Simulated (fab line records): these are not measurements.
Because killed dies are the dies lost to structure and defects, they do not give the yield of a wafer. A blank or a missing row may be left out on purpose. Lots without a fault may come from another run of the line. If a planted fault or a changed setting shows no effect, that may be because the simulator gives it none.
Which tool did it? -- flow n5 finfet -- 36 wafers from 12 lots sampled at 2 of the route's 1938 steps

WHAT EACH GAUGE READ, for each wafer
N5_BEOL_M12_OVL_MEAS_11.
lot,measured,on,V11_OVL (nm)
L076,day 10 20:36,overlay-02,-5 -1 -4
L077,day 11 20:13,overlay-02,3 0 5
L079,day 12 13:52,overlay-01,4 0 -1
L083,day 13 10:04,overlay-02,-6 -8 -7
L084,day 13 16:01,overlay-02,6 1 3
L085,day 14 02:47,overlay-02,8 10 9
L087,day 14 19:07,overlay-01,5 1 10
L090,day 15 07:58,overlay-01,-4 -10 -6
L091,day 15 11:43,overlay-02,-2 3 2
L094,day 15 17:10,overlay-01,1 -3 3
L092,day 15 20:53,overlay-02,5 9 3
L097,day 17 12:25,overlay-02,11 4 3

EACH LOT AND THE TOOL THAT RAN IT (in order: tool; ch and the chambers of the sampled wafers; start)
lot,N5_BEOL_M11_PRE_CLEAN_45
L076,"pvd sputter-03, day 10 18:29"
L077,"pvd sputter-02, day 11 17:57"
L079,"pvd sputter-03, day 12 11:02"
L083,"pvd sputter-02, day 13 04:17"
L084,"pvd sputter-02, day 13 13:42"
L085,"pvd sputter-01, day 14 00:12"
L087,"pvd sputter-03, day 14 16:57"
L090,"pvd sputter-01, day 15 03:53"
L091,"pvd sputter-03, day 15 08:02"
L094,"pvd sputter-01, day 15 14:23"
L092,"pvd sputter-03, day 15 18:33"
L097,"pvd sputter-01, day 17 10:04"
- N5_BEOL_M11_PRE_CLEAN_45: time 30 s.

THE ANSWER, worked out from the rows above alone
Rule: the lots themselves supply what counts as usual. The widest of any qualifying gaps counts: lots, ordered by their means at a reading, are off when they make up no more than a third of the lots, leave a main group of 4 or more, and stand apart from it by 3 or more times the standard deviation of that group's means. The tables above print the reading to a certain number of digits; a main group whose means all agree to those digits is not used. A lot without any number at a reading at which 4 lots or more have one is off too. The other lots that the step has rows for count as sound.
Across all readings shown, no lot is off: no conclusion can be drawn from this.

WHAT THE SIMULATOR HAD INSERTED
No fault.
